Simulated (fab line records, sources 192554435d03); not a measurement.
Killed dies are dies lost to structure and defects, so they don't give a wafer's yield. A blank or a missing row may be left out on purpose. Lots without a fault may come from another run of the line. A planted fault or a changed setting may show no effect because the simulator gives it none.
One fault seen from 2 desks | flow n5_finfet | each desk has only its own numbers; what lay behind them comes last

THE METROLOGY DESK
What the gauges read, lot by lot, whatever tool the lot ran on: means of the sampled wafers that have a number. A lot is out of limits, marked OUT, if its mean lies more than 4 standard deviations from the usual mean; the brackets give that distance. Of its 12 readings 7 are shown: the one that was out of limits first, and those that lie furthest out on some lot.
Columns: A = cd_nm at N5_BEOL_M2_CD_MEAS_11, usual 16.79 nm; B = cd_nm at N5_BEOL_M2_CD_MEAS_18, usual 17.9 nm; C = DIBL_P at N5_BEOL_M4_RC_MEAS_101, usual 36.7 mV/V; D = ION_P at N5_BEOL_M4_RC_MEAS_101, usual 461 uA/um; E = SS_N at N5_BEOL_M4_RC_MEAS_101, usual 71.7 mV/dec; F = SS_P at N5_BEOL_M4_RC_MEAS_101, usual 73.4 mV/dec; G = VT_P at N5_BEOL_M4_RC_MEAS_101, usual -250 mV
lot  | first seen here | A                | B               | C    | D   | E    | F    | G
L606 | day 6 21:14     | 16.95            | 18.1            | 35.7 | 456 | 71.3 | 73.0 | -252
L612 | day 7 23:59     | 16.81            | 18.3            | 39.4 | 459 | 71.9 | 74.2 | -252
L611 | day 8 00:20     | 16.90            | 18.1            | 38.7 | 465 | 72.0 | 73.4 | -248
L615 | day 9 00:31     | 16.76            | 17.3            | 35.1 | 460 | 71.3 | 72.4 | -250
L622 | day 10 09:43    | 18.63 (+8.0) OUT | 19.8 (+5.5) OUT | -    | -   | -    | -    | -
L624 | day 11 05:57    | 16.71            | 18.0            | 34.9 | 470 | 71.5 | 73.0 | -245
L626 | day 11 13:35    | 16.77            | 17.7            | 37.4 | 463 | 71.0 | 73.4 | -249
L627 | day 11 22:04    | 18.65 (+8.1) OUT | 19.9 (+5.6) OUT | -    | -   | -    | -    | -
L629 | day 12 12:19    | 16.57            | 18.0            | 38.4 | 462 | 72.3 | 73.9 | -248
This desk's finding: out of limits on L622, L627; first on L622, day 10 09:43 (cd_nm at N5_BEOL_M2_CD_MEAS_11). In limits: L606, L612, L611, L615, L624, L626, L629.

THE TOOL OWNER'S DESK: euv_scanner-01
The tool's own readings at N5_BEOL_M2_EXPOSE_08 (exposes mask M2): means of the sampled wafers that have a number, for each lot that ran on this tool. A lot is out of limits, marked OUT, if its mean lies more than 4 standard deviations from the usual mean; the brackets give that distance.
Columns: A = exposure_dose_mJ_cm2 at N5_BEOL_M2_EXPOSE_08, usual 41.49; B = focus_offset_nm at N5_BEOL_M2_EXPOSE_08, usual 0.0 nm; C = reticle_temp_C at N5_BEOL_M2_EXPOSE_08, usual 23.01 C
lot  | first seen here | A               | B    | C
L612 | day 7 23:51     | 41.24           | 0.5  | 23.07
L611 | day 8 00:13     | 41.24           | -0.3 | 23.15
L615 | day 9 00:23     | 41.27           | -0.3 | 23.02
L622 | day 10 09:35    | 45.46 (+20) OUT | 0.3  | 22.91
L627 | day 11 21:56    | 44.62 (+16) OUT | 0.4  | 23.02
This desk's finding: out of limits on L622, L627; first on L622, day 10 09:35 (exposure_dose_mJ_cm2 at N5_BEOL_M2_EXPOSE_08). In limits: L612, L611, L615.

PUT TOGETHER
The tool owner's desk could have raised an alarm at day 10 09:35, on L622, L627.
The metrology desk could have raised an alarm at day 10 09:43, on L622, L627.
Of the lots named, all ran N5_BEOL_M2_EXPOSE_08 on euv_scanner-01.

WHAT THE SIMULATOR HAD PUT IN
Process parameter drift: euv_scanner-01, from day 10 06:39 on, at N5_BEOL_M2_EXPOSE_08. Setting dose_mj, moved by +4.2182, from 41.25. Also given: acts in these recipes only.
Lots struck among those shown: L622, L627.
Hours from the fault's start to each desk's first reading out of limits: the tool owner's desk, 3; the metrology desk, 3.
